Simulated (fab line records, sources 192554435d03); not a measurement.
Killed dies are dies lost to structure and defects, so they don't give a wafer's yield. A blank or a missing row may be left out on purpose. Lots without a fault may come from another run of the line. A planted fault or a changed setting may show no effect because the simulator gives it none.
Split-lot experiment | flow n5_finfet | 7 lots, 39 wafers read, on a route of 1938 steps

THE SPLIT
At N5_DUMMY_GATE_ETCH_31 (etches SiO2 in C4F6/O2, target depth 82.5 nm, time 27.5 s), the setting target_depth_a was moved away from the recipe's 825 angstrom on 15 of the 39 wafers read, by -4.7% to +10.8%. The other wafers ran this setting at the recipe's value.

The reading is taken at the split's own step.

THE READING
SOC_of_DUMMY_GATE_COAT_34.thk_nm (the simulator's own value, which no gauge read), in nm, at N5_DUMMY_GATE_ETCH_31 (etches SiO2 in C4F6/O2, target depth 82.5 nm, time 27.5 s). The file gives no usual value for it. The 24 wafers here that ran the recipe average 52.0 nm, standard deviation 0.22 nm.

wafer  | tool, chamber at the split | target_depth_a as run, angstrom | against the recipe | SOC_of_DUMMY_GATE_COAT_34.thk_nm, nm | against lot-mates on the recipe
L074.1 | rie_diel-06, 3             | 825                             | recipe             | 51.8                                 | -
L074.2 | rie_diel-06, 1             | 914.2                           | +10.8%             | 51                                   | -0.7
L074.3 | rie_diel-06, 0             | 825                             | recipe             | 51.6                                 | -
L074.4 | rie_diel-06, 2             | 914.2                           | +10.8%             | 51.2                                 | -0.5
L074.5 | rie_diel-06, 1             | 914.2                           | +10.8%             | 50.8                                 | -0.9
L074.6 | rie_diel-06, 0             | 825                             | recipe             | 51.6                                 | -
L078.1 | rie_diel-01, 2             | 825                             | recipe             | 51.8                                 | -
L078.2 | rie_diel-01, 0             | 893.7                           | +8.3%              | 51                                   | -0.9
L078.3 | rie_diel-01, 3             | 825                             | recipe             | 51.8                                 | -
L078.4 | rie_diel-01, 1             | 893.7                           | +8.3%              | 51.2                                 | -0.7
L078.5 | rie_diel-01, 1             | 825                             | recipe             | 52                                   | -
L078.6 | rie_diel-01, 0             | 893.7                           | +8.3%              | 51.2                                 | -0.7
L080.4 | rie_diel-06, 0             | 825                             | recipe             | 52                                   | -
L080.5 | rie_diel-06, 2             | 825                             | recipe             | 52                                   | -
L080.6 | rie_diel-06, 3             | 825                             | recipe             | 52.2                                 | -
L083.1 | rie_diel-06, 1             | 880.7                           | +6.8%              | 51.2                                 | -0.7
L083.2 | rie_diel-06, 3             | 825                             | recipe             | 52.2                                 | -
L083.3 | rie_diel-06, 0             | 880.7                           | +6.8%              | 51                                   | -0.9
L083.4 | rie_diel-06, 2             | 825                             | recipe             | 52                                   | -
L083.5 | rie_diel-06, 0             | 825                             | recipe             | 51.6                                 | -
L083.6 | rie_diel-06, 3             | 880.7                           | +6.8%              | 51.6                                 | -0.3
L086.1 | rie_diel-01, 1             | 786.6                           | -4.7%              | 52.2                                 | +0.3
L086.2 | rie_diel-01, 0             | 825                             | recipe             | 51.8                                 | -
L086.3 | rie_diel-01, 3             | 786.6                           | -4.7%              | 52.2                                 | +0.3
L086.4 | rie_diel-01, 2             | 786.6                           | -4.7%              | 52.2                                 | +0.3
L086.5 | rie_diel-01, 1             | 825                             | recipe             | 51.8                                 | -
L086.6 | rie_diel-01, 2             | 825                             | recipe             | 52                                   | -
L088.1 | rie_diel-01, 0             | 825                             | recipe             | 52.2                                 | -
L088.2 | rie_diel-01, 2             | 825                             | recipe             | 52                                   | -
L088.3 | rie_diel-01, 1             | 825                             | recipe             | 52.2                                 | -
L088.4 | rie_diel-01, 3             | 825                             | recipe             | 52.2                                 | -
L088.5 | rie_diel-01, 3             | 825                             | recipe             | 52.2                                 | -
L088.6 | rie_diel-01, 2             | 825                             | recipe             | 52.2                                 | -
L092.1 | rie_diel-01, 1             | 891                             | +8.0%              | 51.4                                 | -0.7
L092.2 | rie_diel-01, 2             | 825                             | recipe             | 51.8                                 | -
L092.3 | rie_diel-01, 0             | 891                             | +8.0%              | 51.2                                 | -0.9
L092.4 | rie_diel-01, 3             | 825                             | recipe             | 52.4                                 | -
L092.5 | rie_diel-01, 1             | 891                             | +8.0%              | 51.4                                 | -0.7
L092.6 | rie_diel-01, 0             | 825                             | recipe             | 52                                   | -

THE FIT
A straight line over all 39 wafers: SOC_of_DUMMY_GATE_COAT_34.thk_nm changes by -0.087 nm for each +1% of target_depth_a; r = -0.88; the points scatter about the line by 0.21 nm.
The same after taking each lot's own level away (the mean of its wafers on the recipe; 39 wafers): -0.0782 nm for each +1%; r = -0.90; scatter 0.17 nm.
On that fit, the largest move of target_depth_a shifts the reading by 0.85 nm.
The lots' own levels span 51.67 to 52.17 nm, that is 2.3 times the standard deviation above.
So the lot-to-lot level changes the slope: the two fits differ.
Check: with one of the wafers moved furthest among these (+10.8%) left out of the fit, the line predicts -0.886 nm for it against its lot-mates. It came out at -0.667 nm against them.

OTHER SPLITS ON THESE WAFERS
These wafers also went through other splits before the reading. Each is held against what the fit with the lots' levels taken away leaves over:
other split on the same wafers          | wafers away from the commonest value | r with SOC_of_DUMMY_GATE_COAT_34.thk_nm (lot level and that fit taken away)
N5_FIN_SAQP_SPACER2_ALD_28 target_thk_a | 12                                   | +0.03
N5_DUMMY_GATE_EXPOSE_12 dose_mj         | 12                                   | +0.29

THE WHOLE CHAIN: every reading that the file lists as answering this split, in the file's order
step                  | what it does                                              | reading                                                                           | change (the file's fit)                | r (the file's)
N5_DUMMY_GATE_ETCH_31 | etches SiO2 in C4F6/O2, target depth 82.5 nm, time 27.5 s | etch.depth_nm (the simulator's own value, which no gauge read)                    | +0.807 nm for each +1% of the setting  | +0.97
N5_DUMMY_GATE_ETCH_31 | etches SiO2 in C4F6/O2, target depth 82.5 nm, time 27.5 s | SOC_of_DUMMY_GATE_COAT_34.thk_nm (the simulator's own value, which no gauge read) | -0.0795 nm for each +1% of the setting | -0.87

THE FILE'S OWN FIT
SOC_of_DUMMY_GATE_COAT_34.thk_nm changes by -0.0795 nm for each +1% of target_depth_a, r = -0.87.
